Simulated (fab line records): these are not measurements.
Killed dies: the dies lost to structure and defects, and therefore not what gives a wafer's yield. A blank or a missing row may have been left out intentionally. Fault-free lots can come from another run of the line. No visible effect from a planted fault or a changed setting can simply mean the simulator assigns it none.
Which of the tools did it? -- flow n5_finfet -- Sampling: 11 lots, 30 wafers, 6 of 1938 route steps

WHAT THE GAUGES READ, wafer by wafer
N5_BEOL_M15_CD_MEAS_10 targets a cd of 360 nm. Usual: cd_nm at 360.7 nm, with a standard deviation of 1.8.
lot,measured,on,cd_nm (nm),flag
L699,day 12 06:07,cd_sem-03,359.6 359.8 358.8,
L698,day 12 13:40,cd_sem-02,360.0 360.2 361.0,
L702,day 13 12:37,cd_sem-02,363.6 360.9,
L701,day 13 12:51,cd_sem-01,362.2 365.1,
L705,day 14 13:20,cd_sem-01,360.7 358.6 360.1,
L715,day 17 09:40,cd_sem-03,360.5 364.6,
L714,day 17 17:00,cd_sem-02,359.2 360.8 361.7,
L716,day 17 20:57,cd_sem-01,361.0 362.8 359.4,
L718,day 18 04:26,cd_sem-03,361.2 361.0 358.3,
L719,day 18 05:44,cd_sem-01,361.5 362.4 361.5,
L721,day 19 11:23,cd_sem-02,361.0 360.4 362.3,

N5_BEOL_M15_INSPECT_12: inspects for defects (macro). Usual: raw_defect_count at 2.1, with a standard deviation of 1.5.
lot,measured,on,raw_defect_count,flag
L699,day 12 06:10,defect_inspect-02,2 1 4,
L698,day 12 13:44,defect_inspect-01,3 2 1,
L702,day 13 12:40,defect_inspect-01,2 2,
L701,day 13 12:55,defect_inspect-02,1 3,
L705,day 14 13:23,defect_inspect-01,2 2 2,
L715,day 17 09:44,defect_inspect-01,4 3,
L714,day 17 17:03,defect_inspect-01,245 271 269,OFF
L716,day 17 21:00,defect_inspect-02,4 1 1,
L718,day 18 04:30,defect_inspect-02,252 290 268,OFF
L719,day 18 05:48,defect_inspect-01,0 3 0,
L721,day 19 11:26,defect_inspect-02,4 1 1,

N5_BEOL_M15_CD_MEAS_28 targets a cd of 407.6 nm. Usual: cd_nm at 407.9 nm, with a standard deviation of 2.2.
lot,measured,on,cd_nm (nm),flag
L699,day 12 07:44,cd_sem-03,408.8 412.4 409.9,
L698,day 12 15:17,cd_sem-02,409.5 408.6 405.5,
L702,day 13 14:08,cd_sem-01,409.7 410.6,
L701,day 13 14:29,cd_sem-02,407.4 408.8,
L705,day 14 14:47,cd_sem-01,405.5 406.6 409.7,
L715,day 17 11:08,cd_sem-01,408.0 406.5,
L714,day 17 18:36,cd_sem-03,408.9 408.2 409.8,
L716,day 17 22:32,cd_sem-03,408.0 409.2 407.3,
L718,day 18 06:23,cd_sem-02,409.2 410.5 406.4,
L719,day 18 07:26,cd_sem-02,410.9 406.8 407.7,
L721,day 19 12:52,cd_sem-02,409.1 412.1 407.2,

N5_BEOL_M15_INSPECT_30: inspects for defects (macro). Usual: raw_defect_count at 2.4, with a standard deviation of 1.6.
lot,measured,on,raw_defect_count,flag
L699,day 12 07:47,defect_inspect-01,2 2 3,
L698,day 12 15:21,defect_inspect-02,2 2 2,
L702,day 13 14:11,defect_inspect-01,2 4,
L701,day 13 14:32,defect_inspect-01,4 6,
L705,day 14 14:51,defect_inspect-01,5 3 2,
L715,day 17 11:11,defect_inspect-01,4 2,
L714,day 17 18:39,defect_inspect-02,243 271 258,OFF
L716,day 17 22:35,defect_inspect-01,2 3 4,
L718,day 18 06:27,defect_inspect-02,259 300 258,OFF
L719,day 18 07:29,defect_inspect-01,6 3 2,
L721,day 19 12:55,defect_inspect-02,1 3 0,

WHAT TOOL EACH LOT RAN ON (gives the tool, then ch and the chambers of the sampled wafers, and finally the start)
lot,N5_BEOL_M14_ETCH_59,N5_BEOL_M15_ILD_DEP_00
L699,"rie_diel-03 ch 0,2,3, day 11 21:25","pecvd-03 ch 0,2, day 12 05:26"
L698,"rie_diel-01 ch 0,2, day 12 06:13","pecvd-01 ch 0,2, day 12 12:59"
L702,"rie_diel-01 ch 2,3, day 13 08:34","pecvd-01 ch 0,1, day 13 11:56"
L701,"rie_diel-04 ch 0,1, day 13 08:50","pecvd-03 ch 0,2, day 13 12:18"
L705,"rie_diel-01 ch 2,3, day 14 09:34","pecvd-01 ch 1,2, day 14 12:47"
L715,"rie_diel-01 ch 0,1, day 16 22:19","pecvd-03 ch 0, day 17 08:53"
L714,"rie_diel-03 ch 0,3, day 17 10:41","pecvd-03 ch 0,1,2, day 17 16:33"
L716,"rie_diel-01 ch 0,1,2, day 17 14:50","pecvd-01 ch 0,1,2, day 17 20:22"
L718,"rie_diel-03 ch 0,2,3, day 17 17:29","pecvd-03 ch 0,1,2, day 18 03:46"
L719,"rie_diel-03 ch 2,3, day 17 18:17","pecvd-01 ch 0,2, day 18 05:03"
L721,"rie_diel-04 ch 0,2, day 19 06:39","pecvd-04 ch 0,1,2, day 19 10:50"
- N5_BEOL_M14_ETCH_59: etches BARC in N2/H2, target depth 89 nm, overetch 26.7 nm, time 67.9 s.
- N5_BEOL_M15_ILD_DEP_00: deposits SiO2 from TEOS/O2, target thk 1629.3 nm, time 346.1 s.

WHAT THE TOOLS THEMSELVES READ (means of the sampled wafers that have a number; where no wafer has one, the mark that the record gives instead)
N5_BEOL_M14_ETCH_59. Usual: drypump_motor_current_A 5.6 A, standard deviation 0.43; oes_product_au 0.69 a.u., standard deviation 0.044; rf_vpp_V 524.2 V, standard deviation 2.8; showerhead_plenum_p_Torr 2.55 Torr, standard deviation 0.098; throttle_valve_pct 17.83 %, standard deviation 0.21.
lot,tool,drypump_motor_current_A (A),oes_product_au (a.u.),rf_vpp_V (V),showerhead_plenum_p_Torr (Torr),throttle_valve_pct (%),flag
L699,rie_diel-03,5.5,0.65,523.2,2.52,17.88,
L698,rie_diel-01,5.8,0.77,525.7,2.62,17.79,
L702,rie_diel-01,5.5,0.75,527.3,2.63,17.71,
L701,rie_diel-04,5.8,0.71,522.0,2.46,17.91,
L705,rie_diel-01,5.3,0.73,526.1,2.61,17.69,
L715,rie_diel-01,5.3,0.69,523.2,2.52,17.80,
L714,rie_diel-03,5.4,0.61,522.1,2.50,17.91,
L716,rie_diel-01,5.6,0.69,524.7,2.57,17.85,
L718,rie_diel-03,5.5,0.61,522.3,2.50,17.97,
L719,rie_diel-03,5.6,0.60,522.9,2.50,18.03,
L721,rie_diel-04,5.3,0.66,522.3,2.50,17.63,

N5_BEOL_M15_ILD_DEP_00. Usual: heater_power_w 518 W, standard deviation 99; showerhead_plenum_p_Torr 8.34 Torr, standard deviation 0.05; throttle_valve_pct 18.4 %, standard deviation 0.78.
lot,tool,heater_power_w (W),showerhead_plenum_p_Torr (Torr),throttle_valve_pct (%),flag
L699,pecvd-03,561,8.28,18.1,
L698,pecvd-01,579,8.38,17.4,
L702,pecvd-01,547,8.36,18.0,
L701,pecvd-03,512,8.29,18.1,
L705,pecvd-01,450,8.30,18.5,
L715,pecvd-03,502,8.31,18.2,
L714,pecvd-03,541,8.31,18.4,
L716,pecvd-01,539,8.36,18.0,
L718,pecvd-03,618,8.29,18.5,
L719,pecvd-01,553,8.39,17.5,
L721,pecvd-04,457,8.38,19.0,

THE ANSWER, worked out from the rows above alone
Rule: a lot counts as off when the mean over its wafers that have a number is more than 3 standard deviations away from the usual mean. A lot without any number at a reading at which 4 lots or more have one is off too. All remaining lots with rows at the step are treated as sound. Order of review: gauges by route order, followed by the tools' own readings, for which a lot's mean as printed above is used. At the first step where some lot is off, the reading lying furthest off is the one used; lots without a number count as furthest.
Off, at N5_BEOL_M15_INSPECT_12 on raw_defect_count: L714, L718.
If a tool, at a process step before that reading, ran all the lots that are off and no sound lot after the first of them, it fits. Those tools and the gauges at N5_BEOL_M15_INSPECT_12 are tried in the same way. One fits: N5_BEOL_M15_ILD_DEP_00 on pecvd-03. A fault onset in the window from L715 (day 17 08:53, its last sound lot) to L714 (day 17 16:33, its first lot off) fits.

WHAT WAS PUT IN BY THE SIMULATOR
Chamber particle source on pecvd-03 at N5_BEOL_M15_ILD_DEP_00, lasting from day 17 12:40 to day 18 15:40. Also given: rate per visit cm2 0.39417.
Struck lots among those shown: L714, L718. The rule given above showed the same thing.
